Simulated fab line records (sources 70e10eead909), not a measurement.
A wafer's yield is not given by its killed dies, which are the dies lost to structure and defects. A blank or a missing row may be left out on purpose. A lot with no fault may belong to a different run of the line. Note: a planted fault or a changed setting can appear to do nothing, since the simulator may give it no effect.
Which tool was responsible? | flow nand harc | 12 lots, 36 wafers sampled, at 5 steps of a route of 1302

== WHAT EACH GAUGE READ, for each wafer ==
NHARC_A_ONON_D2_THK_MEAS_34: measures by ellipsometry.
lot  | measured     | on            | thk nm (nm)
L075 | day 13 15:53 | film metro-02 | 202.0 198.8 204.9
L077 | day 13 15:55 | film metro-01 | 198.5 199.0 201.4
L079 | day 14 19:31 | film metro-01 | 197.7 198.8 201.9
L081 | day 15 10:51 | film metro-01 | 195.9 201.5 200.0
L083 | day 17 01:32 | film metro-01 | 194.7 199.2 200.8
L085 | day 17 14:32 | film metro-02 | 198.6 199.2 202.4
L087 | day 17 23:31 | film metro-02 | 203.9 200.4 203.7
L088 | day 18 19:27 | film metro-02 | 197.0 201.4 202.4
L091 | day 19 17:44 | film metro-02 | 199.2 196.6 199.8
L093 | day 20 17:11 | film metro-02 | 196.1 196.0 198.1
L094 | day 22 08:49 | film metro-01 | 198.2 203.7 204.9
L096 | day 22 19:05 | film metro-01 | 199.2 199.6 197.7

== TOOL THAT RAN EACH LOT (tool first, then ch and the chambers of the sampled wafers, then the start) ==
lot  | NHARC_A_CHANNEL_HOLE_D1_ETCH_34               | NHARC_A_CHANNEL_HOLE_D1_ETCH_20  | NHARC_A_CHANNEL_HOLE_D1_ETCH_24  | NHARC_A_CHANNEL_HOLE_D1_ETCH_33
L075 | rie diel-06 ch 0,1,3, day 9 03:26 or earlier  | har etch-02 ch 0,1, day 9 03:26  | har etch-02 ch 0,1, day 9 05:26  | har etch-02 ch 0,1, day 9 07:17
L077 | rie diel-02 ch 1,3, day 9 15:58 or earlier    | har etch-02 ch 0,1, day 9 15:58  | har etch-02 ch 0,1, day 9 17:59  | har etch-02 ch 0,1, day 9 19:50
L079 | rie diel-06 ch 0,1,3, day 10 11:25 or earlier | har etch-01 ch 0,1, day 10 11:25 | har etch-01 ch 0,1, day 10 13:30 | har etch-01 ch 0,1, day 10 15:14
L081 | rie diel-06 ch 0,3, day 11 03:50 or earlier   | har etch-01 ch 0,1, day 11 03:50 | har etch-01 ch 0,1, day 11 05:55 | har etch-01 ch 0,1, day 11 07:38
L083 | rie diel-06 ch 0,1, day 12 15:02 or earlier   | har etch-02 ch 0,1, day 12 15:02 | har etch-02 ch 0,1, day 12 17:13 | har etch-02 ch 0,1, day 12 18:52
L085 | rie diel-06 ch 0,1,3, day 13 05:25 or earlier | har etch-02 ch 0,1, day 13 05:25 | har etch-02 ch 0,1, day 13 07:35 | har etch-02 ch 0,1, day 13 09:14
L087 | rie diel-06 ch 2,3, day 13 17:26 or earlier   | har etch-02 ch 0,1, day 13 17:26 | har etch-02 ch 0,1, day 13 19:26 | har etch-02 ch 0,1, day 13 21:18
L088 | rie diel-06 ch 0,1,2, day 14 15:56 or earlier | har etch-01 ch 0,1, day 14 15:56 | har etch-01 ch 0,1, day 14 17:58 | har etch-01 ch 0,1, day 14 19:49
L091 | rie diel-06 ch 0,2,3, day 15 10:24 or earlier | har etch-01 ch 0,1, day 15 10:24 | har etch-01 ch 0,1, day 15 12:29 | har etch-01 ch 0,1, day 15 14:14
L093 | rie diel-04 ch 0,1,3, day 16 07:40 or earlier | har etch-02 ch 0,1, day 16 07:40 | har etch-02 ch 0,1, day 16 09:46 | har etch-02 ch 0,1, day 16 11:30
L094 | rie diel-06 ch 1,2,3, day 17 16:24 or earlier | har etch-02 ch 0,1, day 17 16:24 | har etch-02 ch 0,1, day 17 18:30 | har etch-02 ch 0,1, day 17 20:16
L096 | rie diel-04 ch 0,2,3, day 18 04:59 or earlier | har etch-02 ch 0,1, day 18 04:59 | har etch-02 ch 0,1, day 18 07:01 | har etch-02 ch 0,1, day 18 08:52
- NHARC_A_CHANNEL_HOLE_D1_ETCH_34: etches the open film in CF4/CHF3, target depth 154 nm, time 77 s.
- NHARC_A_CHANNEL_HOLE_D1_ETCH_20: etches the open film in C4F8/O2/Ar, time 361.9 s, target depth 1600 nm.
- NHARC_A_CHANNEL_HOLE_D1_ETCH_24: etches the open film in C4F8/O2/Ar, time 906.2 s, target depth 1500 nm.
- NHARC_A_CHANNEL_HOLE_D1_ETCH_33: etches the open film in C4F8/O2/Ar, time 90 s, target depth 400 nm.

== THE ANSWER, worked out from the rows above alone ==
Rule: the usual values come from the lots themselves. Put in order of their means at a reading, lots are off if they are a third of the lots or fewer, leave a main group of 4 or more, and stand apart from it by a gap of 3 or more times the standard deviation of the main group's means; of several such gaps the widest counts. A main group is skipped when, at the precision printed for the reading in the tables above, its means are all equal. A lot without any number at a reading at which 4 lots or more have one is off too. All remaining lots with rows at the step are treated as sound.
No lot is off on any of the readings shown, so nothing can be concluded from this.

== WHAT THE SIMULATOR HAD PUT IN ==
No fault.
